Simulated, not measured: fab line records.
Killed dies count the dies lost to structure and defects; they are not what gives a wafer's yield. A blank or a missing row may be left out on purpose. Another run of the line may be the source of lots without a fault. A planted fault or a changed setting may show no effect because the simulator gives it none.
The tool behind it: which one?    flow n5_finfet    Sampling: 7 lots, 21 wafers, 4 of 1938 route steps

## WHAT THE GAUGES READ, wafer by wafer
N5_BEOL_M3_CD_MEAS_18: pitch 36 nm, target cd 18 nm.
lot   measured      on         cd_nm (nm)
L883  day 7 05:10   cd_sem-01  17.7 18.1 17.7
L888  day 8 13:22   cd_sem-02  18.6 18.2 18.1
L890  day 9 06:07   cd_sem-02  18.4 19.0 18.2
L892  day 9 17:45   cd_sem-01  18.2 18.0 17.8
L897  day 10 18:50  cd_sem-02  - - -
L898  day 11 00:40  cd_sem-02  - - -
L903  day 12 03:43  cd_sem-02  18.2 18.6 18.1

## WHICH TOOL RAN EACH LOT (tool, then ch and the chambers of the sampled wafers, then the start)
lot   N5_BEOL_M3_ETCH_74                  N5_BEOL_M3_HM_OPEN_17              N5_BEOL_M3_STRIP_19
L883  rie_diel-02 ch 0,1,3, day 7 04:46   rie_metal-02 ch 0,1, day 7 04:59   rie_diel-04 ch 0,1,3, day 7 05:05
L888  rie_diel-03 ch 0,2,3, day 8 12:58   rie_metal-01 ch 0,1, day 8 13:13   rie_diel-03 ch 2,3, day 8 13:17
L890  rie_diel-03 ch 0,1,3, day 9 05:38   rie_metal-01 ch 1, day 9 05:50     rie_diel-02 ch 0,2,3, day 9 06:02
L892  rie_diel-04 ch 0,1,2, day 9 17:12   rie_metal-02 ch 0,1, day 9 17:25   rie_diel-03 ch 0,1,3, day 9 17:40
L897  rie_diel-04 ch 1,2,3, day 10 18:25  rie_metal-02 ch 0,1, day 10 18:38  rie_diel-02 ch 0,1,3, day 10 18:46
L898  rie_diel-04 ch 0,1,2, day 11 00:13  rie_metal-03 ch 0,1, day 11 00:26  rie_diel-02 ch 0,1,2, day 11 00:35
L903  rie_diel-02 ch 0,1,2, day 12 03:19  rie_metal-03 ch 0,1, day 12 03:34  rie_diel-03 ch 1,3, day 12 03:38
- N5_BEOL_M3_ETCH_74: etches underlayer in N2/H2, target depth 6.5 nm, time 5.2 s.
- N5_BEOL_M3_HM_OPEN_17: chemistry Cl2/BCl3, target TiN, target depth 20 nm, overetch 6 nm.
- N5_BEOL_M3_STRIP_19: strips in O2.

## THE ANSWER, worked out from the rows above alone
Rule: usual is defined by the lots themselves. The widest of any qualifying gaps counts: lots, ordered by their means at a reading, are off when they make up no more than a third of the lots, leave a main group of 4 or more, and stand apart from it by 3 or more times the standard deviation of that group's means. The tables above print the reading to a certain number of digits; a main group whose means all agree to those digits is not used. Also off: a lot with no number at a reading for which 4 or more lots have one. All remaining lots with rows at the step are treated as sound.
Off: L897, L898 (N5_BEOL_M3_CD_MEAS_18, cd_nm). Without a number there: L897, L898. Mean 18.2 nm and standard deviation 0.25 in the main group.
If a tool, at a process step before that reading, ran all the lots that are off and no sound lot after the first of them, it fits. Gauges at N5_BEOL_M3_CD_MEAS_18: tried the same way as those tools. Can't be told from this: 2 tools fit, rie_diel-04 at N5_BEOL_M3_ETCH_74, rie_diel-02 at N5_BEOL_M3_STRIP_19.

## WHAT THE SIMULATOR HAD INSERTED
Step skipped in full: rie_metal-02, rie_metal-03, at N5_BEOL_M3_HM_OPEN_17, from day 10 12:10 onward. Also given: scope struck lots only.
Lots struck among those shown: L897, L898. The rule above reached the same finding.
